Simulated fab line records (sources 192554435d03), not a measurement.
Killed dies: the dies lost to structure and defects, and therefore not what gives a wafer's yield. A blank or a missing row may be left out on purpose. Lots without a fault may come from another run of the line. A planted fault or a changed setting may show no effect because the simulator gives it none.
8D (eight disciplines) problem report, filled in by code	flow n5 finfet	the parts of the form that need people (team, actions taken, sign-off) are left out

== 1. WHAT WENT WRONG ==
Wafers without a fault read 59.1 nm, standard deviation 1.2; thk nm at N5_SD_EPI_N_EPI_MEAS_23 reads a mean of 42.4 nm on 2 wafers belonging to 2 lots. Relative to the usual mean, that is a shift of -14 standard deviations.
The first sign was on wafer L158.3 at day 7 22:15, on film metro-02. The record has a number at this step for 40 wafers belonging to 14 lots. The rule behind "out" and "out of limits": a value lying over 4 standard deviations away from the usual mean. The other wafers with a number count as sound.

== 2. WHAT IT IS; WHAT IT IS NOT ==
question	is	is not
which readings at this step	thk nm	-
which lots	L158, L159	L139, L140, L141, L143, L144, L145, L146, L147, L148, L149, L150, L162
which wafers of those lots	L158.3, L159.5	L158.4, L158.6, L159.4, L159.6
read on which gauges	film metro-01, film metro-02	-
when	from day 7 22:15	up to then (33 sound wafers); but 5 sound wafers of L159, L162 came after

== 3. WHAT RULES OUT EACH SUSPECT ==
Counting: if a tool at a process step up to the reading ran every lot that is out, it stays a suspect. Sound lots after the first of them don't rule it out here, since some wafers of a struck lot are sound.
- the gauge at N5_SD_EPI_N_EPI_MEAS_23 has been ruled out. Those wafers that are out were read across 2 gauges (film metro-01, film metro-02).
- rie si-06 at N5_SD_EPI_N_SD_RECESS_17 (chemistry HBr/Cl2/O2, target depth 41 nm, time 23.7 s, bt time 3 s): kept. It processed each lot that is out (first: L158, day 7 19:32); up to then, its last sound lot is L149 (day 5 14:46).
- epi rpcvd-02 at N5_SD_EPI_N_PRECLEAN_48 (cleans in NF3:NH3, afs cycles 2, time 20 s, sublimation time 60 s): kept. It processed each lot that is out (first: L158, day 7 20:05); up to then, its last sound lot is L150 (day 5 20:11).
Remaining after the count are rie si-06 at N5_SD_EPI_N_SD_RECESS_17 and epi rpcvd-02 at N5_SD_EPI_N_PRECLEAN_48.

== 4. THE CAUSE (what the simulator had put in) ==
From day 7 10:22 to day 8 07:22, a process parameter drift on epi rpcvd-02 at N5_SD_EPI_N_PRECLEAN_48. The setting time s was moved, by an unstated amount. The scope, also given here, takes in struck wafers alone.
Counting left 2 suspects, and this tool is among them.

== 5. THE EFFECT CHAIN, in route order ==
Each row: a reading whose mean over the struck wafers that have a number lies more than 3 standard deviations from the usual. Readings are gone through only where the record gives a usual standard deviation; hours: the median, over the lots, of the time from a lot's start at the first step in this table giving one to that lot's start at this step; sigmas: the change measured in usual standard deviations.
hours	step	reading	usual	on struck wafers	change	sigmas
0	N5_SD_EPI_N_EPI_MEAS_23	thk nm	59.1 nm	42.4	-16.8	-14

== 6. WHAT WOULD HAVE CAUGHT IT SOONER ==
The first out-of-limits reading at a measuring or inspecting step in this record came at day 7 22:15, 12 hours after the fault's start at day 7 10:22.
Among the 2 lots that are out, L159 began N5_SD_EPI_N_PRECLEAN_48 on epi rpcvd-02 after day 7 22:15. A hold on the tool at that time would have spared it.
